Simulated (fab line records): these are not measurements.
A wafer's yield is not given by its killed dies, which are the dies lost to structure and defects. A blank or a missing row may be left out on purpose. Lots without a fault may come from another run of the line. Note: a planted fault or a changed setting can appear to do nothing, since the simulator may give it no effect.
fab line records | flow n5_finfet
[record] lots = 5 | wafers = 15 | last_day = 17
route steps=1938 shown BEOL_M6@1243 BEOL_M7@1263 PASSIVATION@1936
lots that met no fault: from a run of the same line without faults
start_h: the number of hours between the record's first day and the start of the first shown wafer of the lot | wait_h: how many hours have passed since the lot's step before this one | " same as the row above | L1.1+2: a row that stands for several wafers | - no value present, or no start provided | * or withheld: withheld | < > ~ a bound
route shown NAME@n: names a module that has steps shown in the file, with the first one's number in the route | usual: average and standard deviation across the fault-free wafers | same: alike in all rows | chamber/n: place in a boat | sites: each site's reading | _std_site: standard deviation of those values | _edge_site: outer sites' mean less inner sites' | radius_mm: for every site, how far away it sits from the centre of the wafer | mask NAME#n: copy n | behind: the most recent tool/chamber to have shaped the wafer | hold: the reason the lot was held/the length of the hold in hours/how it ended | device: whichever transistor did not switch (one of n, p or np) | end of line: at the end of the route, the tests of the same wafers | a step with no rows: only its recipe | killed: count of dies lost to structure and defects at first sort (not the wafer's yield) | map: a wafer's dies, x killed, . not, _ none there
set.NAME: the setting the step ran with; set.NAME@STEP: the setting that earlier step ran with | model.NAME: the simulator's own value behind a step, which no gauge read
certain route steps with their lots: each step a table, each wafer a row
services: the hour from which a tool's chamber was out of use, counted from the record's first day as start_h (under 0 if before that day), plus the number of hours and why
[[steps]]
[step N5_BEOL_M6_HM_STRIP_39]
[recipe] chemistry = peroxide_tin_strip | material = TiN | target_depth_a = 250 | temp_c = 50 | time_s = 158
[step N5_BEOL_M6_SRD_40]
[recipe] time_s = 30 | temp_c = 23 | rinse_liquid = diw | dry = ipa_marangoni
[step N5_BEOL_M6_PRECLEAN_42]
[recipe] chemistry = residue_remover | time_s = 60 | temp_c = 40
[step N5_BEOL_M6_SRD_43]
[recipe] time_s = 30 | temp_c = 23 | rinse_liquid = diw | dry = ipa_marangoni
[step N5_BEOL_M6_CURE_75]
[recipe] temp_c = 370 | time_s = 120 | ambient = DMADMS/He | material = SiCOH_lowk
[step N5_BEOL_M6_DEGAS_44]
[recipe] ambient = vacuum | temp_c = 250 | time_s = 60
[step N5_BEOL_M6_PRE_CLEAN_45]
[recipe] gas = H2/He | time_s = 30 | temp_c = 250
[step N5_BEOL_M6_ALD_77]
[recipe] material = TaN | target_thk_a = 20 | temp_c = 275 | ald_precursor_family = PDMAT | ald_co_reactant = NH3 | pressure_torr = 3 | carrier_flow_sccm = 1500 | pulse_time_s = 2 | purge_time_s = 3 | co_reactant_purge_time_s = 2 | co_reactant_pulse_time_s = 3 | ald_cycles = 40 | precursor_vessel_temp_c = 75 | precursor_vessel_pressure_torr = 26.25 | precursor_vessel_carrier_sccm = 1000
[step N5_BEOL_M6_SURFACE_TREAT_79]
[recipe] gas = Ar | time_s = * | ion_energy_ev = * | ion_current_ma_cm2 = 0.5 | pressure_mtorr = * | ar_flow_sccm = 30
[step N5_BEOL_M6_CVD_78]
[recipe] material = Co | target_thk_a = 20 | temp_c = withheld | precursor = CCTBA/H2 | pressure_torr = 30 | time_s = 142.3
[step N5_BEOL_M6_SPUTTER_48]
[recipe] material = Cu | target_thk_a = 100 | temp_c = -20 | bias_v = 60 | power_w = 26000 | chamber_pressure_pa = 0.13 | time_s = 1.667
[step N5_BEOL_M6_ECD_50]
[recipe] material = Cu | target_thk_a = 3000
lot.wafer  | tool      | chamber | start_h | wait_h
L308.1+3+4 | ecd_cu-01 | 0,1,0   | 198.49  | 0.1
L312.1+4+6 | ecd_cu-02 | 0,1,0   | 220.48  | 0.1
L318.1+4+5 | ecd_cu-01 | 0,0,1   | 295.93  | 0.1
L320.1+3+5 | ecd_cu-01 | 1       | 303.05  | 0.1
L322.3+5+6 | ecd_cu-01 | 0,0,1   | 318.38  | 0.1
[step N5_BEOL_M6_ANNEAL_51]
[recipe] temp_c = 225 | time_s = 90 | ambient = N2
[step N5_BEOL_M6_CMP_52]
[recipe] stop_on = SiCOH_lowk | t_overpolish_s = 6.9 | down_force_psi = 1 | platen_rpm = 50 | clearing_platen_down_force_psi = 1.5 | clearing_platen_rpm = 50 | post_cmp_clean = cu_alkaline | target_thk_nm = 80 | clearing_platen_pad_velocity_m_s = 0.99484 | pad_velocity_m_s = 0.99484
[step N5_BEOL_M6_PRE_CLEAN_55]
[recipe] gas = NH3 | time_s = 15 | temp_c = withheld | rf_power_w = 300
[step N5_BEOL_M6_DEP_56]
[recipe] material = SiCN | target_thk_a = 100 | temp_c = withheld | precursor = 3MS/NH3 | pressure_torr = 3 | rf_w = 202 | time_s = 17.5
[step N5_BEOL_M7_ILD_DEP_00]
[recipe] material = SiCOH_lowk | target_thk_a = 1797.5 | temp_c = 300 | precursor = DEMS/porogen | pressure_torr = 5 | rf_w = 500 | time_s = 33.4
[step N5_BEOL_M7_CURE_74]
[recipe] temp_c = 385 | time_s = 240 | ambient = He/Ar | material = SiCOH_lowk
[step N5_BEOL_M7_PECVD_70]
[recipe] material = SiO2 | target_thk_a = 200 | temp_c = 400 | precursor = TEOS/O2 | pressure_torr = 5.5 | rf_w = 450 | teos_flow_sccm = 53.8 | gas = O2 | flow_sccm = 3000 | time_s = 22.7
[step N5_BEOL_M7_HM_DEP_02]
[recipe] material = TiN | target_thk_a = 200 | temp_c = 25 | chamber_pressure_pa = 0.49996
[step N5_BEOL_M7_COAT_59]
[recipe] resist = SOC | temp_c = 250 | time_s = 60 | spin_rpm = 1500 | resist_thk_nm = 100
[step N5_BEOL_M7_COAT_60]
[recipe] resist = SiARC | temp_c = 220 | time_s = 60 | spin_rpm = 1500 | resist_thk_nm = 35
[step N5_BEOL_M7_COAT_05]
[recipe] resist = CAR-ArF | spin_rpm = 1500 | resist_thk_nm = 90
[step N5_BEOL_M7_EBR_07]
[recipe] solvent = PGMEA | ebr_width_mm = 1.5
[step N5_BEOL_M7_SOFTBAKE_06]
[recipe] temp_c = 110 | time_s = 60 | resist = CAR-ArF
[step N5_BEOL_M7_EXPOSE_08]
[recipe] mask_id = M7 | na = 1.35 | source_shape = dipole | sigma_inner = 0.817 | sigma_outer = 0.97 | polarization = te | dose_mj = 68.25
[step N5_BEOL_M7_PEB_09]
[recipe] peb_temp_c = withheld | peb_time_s = 60 | resist = CAR-ArF
[step N5_BEOL_M7_DEVELOP_10]
[recipe] develop_time_s = 30 | developer = TMAH | resist = CAR-ArF | rinse_liquid = diw | dry = air_spin | dev_temp_c = 23
[step N5_BEOL_M7_DESCUM_16]
[recipe] chemistry = O2 | time_s = 7.9 | source_power_w = 50 | bias_power_w = 20 | pressure_mtorr = 20 | rf_frequency_hz = 2.712e+07 | temp_c = 40 | resist = CAR-ArF | o2_flow_sccm = 225
[step N5_BEOL_M7_ETCH_61]
[recipe] chemistry = CF4 | target = SiARC | target_depth_a = 455 | mask_material = CAR-ArF | time_s = 75.8 | ion_energy_ev = 80 | pressure_mtorr = 40 | source_w = 545 | bias_w = 36 | Ar_flow_sccm = 100 | cf4_flow_sccm = 100 | ends = cleared
[step N5_BEOL_M7_ETCH_62]
[recipe] chemistry = N2/H2 | target = SOC | target_depth_a = 1100 | overetch_a = 220 | mask_material = SiARC | temp_c = 40 | time_s = 165 | ion_energy_ev = 200 | pressure_mtorr = 30 | source_w = 840 | bias_w = 150 | n2_flow_sccm = 200 | h2_flow_sccm = 200
[step N5_BEOL_M7_STRIP_68]
[recipe] chemistry = N2/H2 | temp_c = 40 | n2_flow_sccm = 200 | h2_flow_sccm = 200 | rf_frequency_hz = 6e+07
[step N5_BEOL_M7_STRIP_67]
[recipe] chemistry = CF4 | resist = SiARC | power_w = 300 | bias_power_w = 75 | pressure_mtorr = 50 | cf4_flow_sccm = 150 | rf_frequency_hz = 6e+07
[step N5_BEOL_M7_HM_OPEN_17]
[recipe] chemistry = Cl2/BCl3 | target_depth_a = 200 | overetch_a = 60 | target = TiN | mask_material = SOC | ion_energy_ev = 150 | pressure_mtorr = 10 | icp_w = 1000 | bias_w = 126 | Cl2_flow_sccm = 53.25 | bcl3_flow_sccm = 21.75 | Ar_flow_sccm = 25
[step N5_PASSIVATION_PROBE_49]
[usual] defect_limited_yield = 91.1/1.3 | killed_at_M0_to_M3 = 32/9.7 | killed_at_M4_up = 16/6 | killed_at_contacts = 12/5.9 | killed_at_front_end = 41/11 | killed_at_other = 4/3.1 | killed_dies = 104/16 | killed_on_rim = 14/4 | killed_open = 68/12 | killed_short = 34/7.4 | sort_bin_5_function = 5.1/0.85 | sort_bin_6_memory = 3.3/0.66 | sort_bin_8_speed = 0.1/0.53 | sort_n_pass = 1075/16 | sort_yield_pct = 91.1/1.4
[same] gross_dies = 1180 | killed_at_back_side = 0 | sort_bin_4_leakage[%] = 0
lot.wafer | tool      | chamber | start_h | wait_h | defect_limited_yield[%] | killed_at_M0_to_M3 | killed_at_M4_up | killed_at_contacts | killed_at_front_end | killed_at_other | killed_dies | killed_on_rim | killed_open | killed_short | sort_bin_5_function[%] | sort_bin_6_memory[%] | sort_bin_8_speed[%] | sort_n_pass | sort_yield_pct[%]
L308.1    | prober-02 | -       | 300.87  | 0.0    | 92.8                    | 25                 | 8               | 8                  | 35                  | 9               | 85          | 15            | 49          | 35           | 4.6                    | 2.4                  | 0                   | 1095        | 92.8
L308.3    | prober-02 | -       | 300.97  | 0.1    | 91.8                    | 17                 | 32              | 8                  | 33                  | 7               | 97          | 7             | 66          | 29           | 4.6                    | 3.1                  | 0                   | 1083        | 91.8
L308.4    | prober-02 | -       | 301.02  | 0.2    | 90.4                    | 32                 | 14              | 16                 | 44                  | 7               | 113         | 18            | 73          | 37           | 4.6                    | 4.6                  | 0.8                 | 1058        | 89.7
L312.1    | prober-01 | -       | 321.37  | 0.0    | 91.8                    | 27                 | 22              | 15                 | 31                  | 2               | 97          | 9             | 61          | 34           | 4.6                    | 3.5                  | 0                   | 1083        | 91.8
L312.4    | prober-01 | -       | 321.52  | 0.2    | 91.2                    | 22                 | 14              | 10                 | 54                  | 4               | 104         | 10            | 70          | 33           | 5.5                    | 3.1                  | 0                   | 1076        | 91.2
L312.6    | prober-01 | -       | 321.62  | 0.3    | 93.6                    | 29                 | 11              | 2                  | 32                  | 2               | 76          | 8             | 52          | 24           | 4.2                    | 2.1                  | 0                   | 1104        | 93.6
L318.1    | prober-02 | -       | 376.91  | 0.0    | 71.9                    | 28                 | 257             | 5                  | 34                  | 7               | 331         | 45            | 54          | 34           | 17.1                   | 10.0                 | 0                   | 849         | 71.9
L318.4    | prober-02 | -       | 377.06  | 0.2    | 66.0                    | 39                 | 307             | 16                 | 38                  | 1               | 401         | 34            | 100         | 28           | 19.9                   | 13.0                 | 0                   | 779         | 66.0
L318.5    | prober-02 | -       | 377.11  | 0.2    | 70.6                    | 22                 | 270             | 23                 | 32                  | 0               | 347         | 41            | 59          | 28           | 17.2                   | 10.9                 | 0                   | 833         | 70.6
L320.1    | prober-02 | -       | 398.95  | 0.0    | 69.7                    | 42                 | 257             | 13                 | 44                  | 1               | 357         | 35            | 74          | 37           | 19.7                   | 9.0                  | 0                   | 823         | 69.7
L320.3    | prober-02 | -       | 399.05  | 0.1    | 71.4                    | 33                 | 256             | 5                  | 39                  | 4               | 337         | 47            | 59          | 36           | 18.6                   | 8.6                  | 0                   | 843         | 71.4
L320.5    | prober-02 | -       | 399.15  | 0.2    | 71.9                    | 45                 | 237             | 6                  | 40                  | 3               | 331         | 52            | 77          | 30           | 17.6                   | 8.7                  | 0                   | 849         | 71.9
L322.3    | prober-01 | -       | 400.04  | 0.1    | 69.4                    | 19                 | 281             | 15                 | 46                  | 0               | 361         | 42            | 72          | 25           | 19.7                   | 9.0                  | 0                   | 819         | 69.4
L322.5    | prober-01 | -       | 400.14  | 0.2    | 71.3                    | 25                 | 278             | 6                  | 28                  | 2               | 339         | 50            | 49          | 32           | 17.7                   | 8.8                  | 0                   | 841         | 71.3
L322.6    | prober-01 | -       | 400.19  | 0.3    | 73.1                    | 23                 | 252             | 7                  | 35                  | 0               | 317         | 34            | 53          | 20           | 16.0                   | 9.1                  | 0                   | 863         | 73.1
// killed by level:class
L308.1 FIN_SAQP:geometric_particle:short=12 FIN_SAQP:geometric_particle:open=7 MOL_CONTACT_COAG:geometric_particle:open=7 BEOL_M2:geometric_particle:open=6 BEOL_M4:geometric_particle:open=6 BEOL_M0_SAQP:geometric_particle:open=5 GATE_CUT:geometric_particle:short=4 BEOL_M2:geometric_particle:short=4
L308.3 BEOL_M4:geometric_particle:open=19 FIN_SAQP:geometric_particle:open=11 MOL_CONTACT_COAG:geometric_particle:open=6 BEOL_M3:geometric_particle:open=6 BEOL_M5:geometric_particle:open=5 STARTING-WAFER:geometric_particle:short=5 FIN_SAQP:geometric_particle:short=4 ILD0:geometric_particle:short=4
L308.4 MOL_CONTACT_COAG:geometric_particle:open=15 FIN_SAQP:geometric_particle:open=8 ILD0:geometric_particle:short=8 BEOL_M2:geometric_particle:open=7 BEOL_M0_SAQP:geometric_particle:open=6 BEOL_M0_SAQP:geometric_particle:short=6 BEOL_M3:geometric_particle:open=6 BEOL_M4:geometric_particle:open=6
L312.1 MOL_CONTACT_COAG:geometric_particle:open=12 STI_FIN_REVEAL:geometric_particle:open=8 BEOL_M0_SAQP:geometric_particle:open=8 BEOL_M1:geometric_particle:short=7 BEOL_M5:geometric_particle:open=7 BEOL_M4:geometric_particle:open=5 STI_FIN_REVEAL:geometric_particle:short=4 FIN_SAQP:geometric_particle:short=3
L312.4 FIN_SAQP:geometric_particle:short=10 FIN_SAQP:geometric_particle:open=9 STI_FIN_REVEAL:geometric_particle:open=9 MOL_CONTACT_COAG:geometric_particle:open=9 BEOL_M0_SAQP:geometric_particle:open=8 DUMMY_GATE:geometric_particle:open=8 BEOL_M4:geometric_particle:open=5 ILD0:geometric_particle:short=4
L312.6 FIN_SAQP:geometric_particle:open=10 BEOL_M0_SAQP:geometric_particle:open=10 BEOL_M2:geometric_particle:open=8 BEOL_M5:geometric_particle:open=4 BEOL_M0_SAQP:geometric_particle:short=4 STI_FIN_REVEAL:geometric_particle:open=3 GATE_CUT:geometric_particle:short=3 BEOL_M1:geometric_particle:short=3
L318.1 BEOL_M6:unspecified=243 STI_FIN_REVEAL:geometric_particle:open=10 BEOL_M1:geometric_particle:open=7 FIN_SAQP:geometric_particle:short=5 MOL_CONTACT_COAG:geometric_particle:open=5 BEOL_M4:geometric_particle:open=5 STI_FIN_REVEAL:geometric_particle:short=4 BEOL_M2:geometric_particle:short=4
L318.4 BEOL_M6:unspecified=273 BEOL_M4:geometric_particle:open=24 BEOL_M3:geometric_particle:open=16 STI_FIN_REVEAL:geometric_particle:open=13 MOL_CONTACT_COAG:geometric_particle:open=12 FIN_SAQP:geometric_particle:open=6 BEOL_M2:geometric_particle:open=6 BEOL_M1:geometric_particle:open=4
L318.5 BEOL_M6:unspecified=258 MOL_CONTACT_COAG:geometric_particle:open=13 MOL_CONTACT_COAG:geometric_particle:short=10 STI_FIN_REVEAL:geometric_particle:open=9 BEOL_M3:geometric_particle:open=6 FIN_SAQP:geometric_particle:open=4 DUMMY_GATE:geometric_particle:open=4 BEOL_M2:geometric_particle:open=4
L320.1 BEOL_M6:unspecified=246 FIN_SAQP:geometric_particle:open=17 BEOL_M0_SAQP:geometric_particle:open=11 BEOL_M2:geometric_particle:open=11 BEOL_M0_SAQP:geometric_particle:short=10 FIN_SAQP:geometric_particle:short=9 MOL_CONTACT_COAG:geometric_particle:open=9 BEOL_M4:geometric_particle:open=7
L320.3 BEOL_M6:unspecified=241 FIN_SAQP:geometric_particle:open=12 FIN_SAQP:geometric_particle:short=11 BEOL_M2:geometric_particle:open=8 BEOL_M0_SAQP:geometric_particle:open=8 BEOL_M0_SAQP:geometric_particle:short=8 STARTING-WAFER:geometric_particle:short=5 GATE_CUT:geometric_particle:short=4
L320.5 BEOL_M6:unspecified=224 BEOL_M2:geometric_particle:open=15 FIN_SAQP:geometric_particle:open=11 BEOL_M0_SAQP:geometric_particle:open=11 FIN_SAQP:geometric_particle:short=7 BEOL_M4:geometric_particle:open=7 BEOL_M0_SAQP:geometric_particle:short=7 BEOL_M3:geometric_particle:open=7
L322.3 BEOL_M6:unspecified=260 MOL_CONTACT_COAG:geometric_particle:open=14 DUMMY_GATE:geometric_particle:open=13 BEOL_M3:geometric_particle:open=8 STI_FIN_REVEAL:geometric_particle:open=7 BEOL_M4:geometric_particle:open=7 FIN_SAQP:geometric_particle:open=6 BEOL_M4:geometric_particle:short=5
L322.5 BEOL_M6:unspecified=258 FIN_SAQP:geometric_particle:short=9 BEOL_M4:geometric_particle:open=9 BEOL_M0_SAQP:geometric_particle:open=6 BEOL_M3:geometric_particle:open=6 MOL_CONTACT_COAG:geometric_particle:open=5 BEOL_M0_SAQP:geometric_particle:short=4 FIN_SAQP:geometric_particle:open=3
L322.6 BEOL_M6:unspecified=238 MOL_CONTACT_COAG:geometric_particle:open=6 BEOL_M4:geometric_particle:open=6 BEOL_M1:geometric_particle:open=6 HKMG_FIN:area_etch=6 STARTING-WAFER:geometric_particle:open=5 FIN_SAQP:geometric_particle:open=4 GATE_CUT:geometric_particle:short=4
// map L318.4 (x killed, . not)
_________________x......x....________________
______________.x....xxx....x...._____________
___________......x....xx......x..x.__________
__________x...x..x....x.xxx...xx...._________
________.......x.x...x...xx.x....xx..._______
_______x...x.x...x.x.x...x...x..xx.....______
______..x.....x.x.x..x.x.x.xx.x..x...x.._____
_____x..xxx.....xx...xx.......x.....x.x..____
____x.x.x....x....x..........xxx....xx.x.x___
___x..x.xx...x.x.......xxxxxx..x.x...x.x..x__
___xx.x.x...x.x..xx.x..x.x......x.xxxxx.x.x__
__..x..x.x..x.x....xxx...x.....x.xx.x.x.x..._
__..x..x...xxx.x..x.......xx....x.x...x.xxx._
_.x.x..xx..xx.x...x.x.x..x....x...xx...x.x...
_.xx..xxx......x.x.xx.........xx.......xxx...
_.....xxx.....xx..x......x..xx..x..xxxxxxx...
_...xxx...xxx.x..xxxxx...xx.x.......xx.x.xx..
_..xx..x.xxx..x...xxx..x.x........x..x....xxx
_...x.x.xx.x.....xx......x..x.x.x...x....x...
_..xx......x..xxx.xx...x.xx..xxx.xxx..x......
_...x...x...x....x....x.........x.x....x.....
__xx..x..x..x..x........x.........x...x..x.._
__...x......x.xx.x.xx.x..xx.x..xxxx..xx...x._
___...x..xx..x....x....xxx.xx.......xxx....__
___.......x.xx.x..x....x..x...xx.x...x...x.__
____xxxx..x......x.x...x..xx..x....x...xx.___
_____.xx....x..xx.....x.xx..xx.x.....x.x.____
______........xxx...x..xx.xx..xxx.x....._____
_______.x.....xxx.xx....x...x.x..x.x.x.______
________x...xxx........x.x.x...xxx...x_______
__________.x........x....x.xxxx....._________
___________..xx........x.xx.x..x...__________
______________....xxxxxx........_____________
_________________.....x...xx.________________
// map L320.1 (x killed, . not)
_________________x.x.x.x.....________________
______________....x..x.xx.....x._____________
___________....xx..................__________
__________...x......x.....x..x...x.x_________
________...xx......x.x.x.xx.x.xx..x..._______
_______..x..x..x.....xx.xx.x..x.x......______
______..x.x.x.x..xx.x........x...x..xx.x_____
_____......x.x..........xx...x...x.xxx.x.____
____.x............xx..xx...x..x.x...xx.x..___
___..x.x..............x..x.x.xx.x.x.....xx.__
___x.x....x.....x.......x......xxxx........__
__...............x.xx..........x....xx..xx.._
__.......x...x..x...x.xx......x.....x..xx..x_
_x..x.x....x..x..x.xx....x..x.x.....x...xx.x.
_.x...xx.....xxx..xxxx..xxxx..x......x.x...xx
_......x.....xx..x..xx..x.x.x.x...x..x.......
_x.x.xx..x...xx....x....x...x.x..x...x...x.x.
_...xx.x.x......x...x........x.x..xx......x..
_.x..xx..xx.x.....x..x.x..x..xx...x.xx....x..
_..x.x.xxxxx....x.xx...........xx...x...x....
_...x.x..x.x.xxxx...........xxx..xxx.....x.x.
__xx.x...x....x.....x.x...x...x.x......xx..._
__..x..xx.xx......x.x.....x.xx.......x...x.x_
___.x...x.......xx.x....x..xxx.x..x..xxxx..__
___...xxx..xx.xx.xx......x.x.xxx....xx.xx..__
____...xx.x.....x..xx.x..x....x.x.....x.x.___
_____...x.x.x.x.x.x..........x.....x...xx____
______...x...........xxx.xx.....x..x...._____
_______x.xx......x..x.x.....x..xx....x.______
________x......x.xx...x.xx....x......._______
__________...xxx.x...x.......xx....._________
___________............x.x......x..__________
______________x.x..xxxx.......x._____________
_________________x..xxxx....x________________
[[services]]
tool      | chamber | start_h | hours | kind
ecd_cu-02 | -       | 254.18  | 1.9   | repair
ecd_cu-02 | -       | 283.06  | 1.0   | repair
[[key]]
[first_sign] step = N5_PASSIVATION_PROBE_49 | reading = killed_at_M4_up | direction = up | sigmas = 42 | usual = 16 | struck = 266
[effect] step = N5_PASSIVATION_PROBE_49 | reading = defect_limited_yield | direction = down | sigmas = 15 | usual = 91.1 | struck = 70.6
[more_kills_born_at] N5_BEOL_M6_ECD_50@ecd_cu-01 = 2241
met_at N5_BEOL_M6_ECD_50
struck_wafers L318.1,L318.4,L318.5,L320.1,L320.3,L320.5,L322.3,L322.5,L322.6
onset_between 198.49 295.93
also_fits time
[fault] kind = chamber_particle_source | tool = ecd_cu-01 | chamber = - | onset_h = 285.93 | steps = N5_BEOL_M6_ECD_50 | rate_per_visit_cm2 = 0.46448 | end_h = 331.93
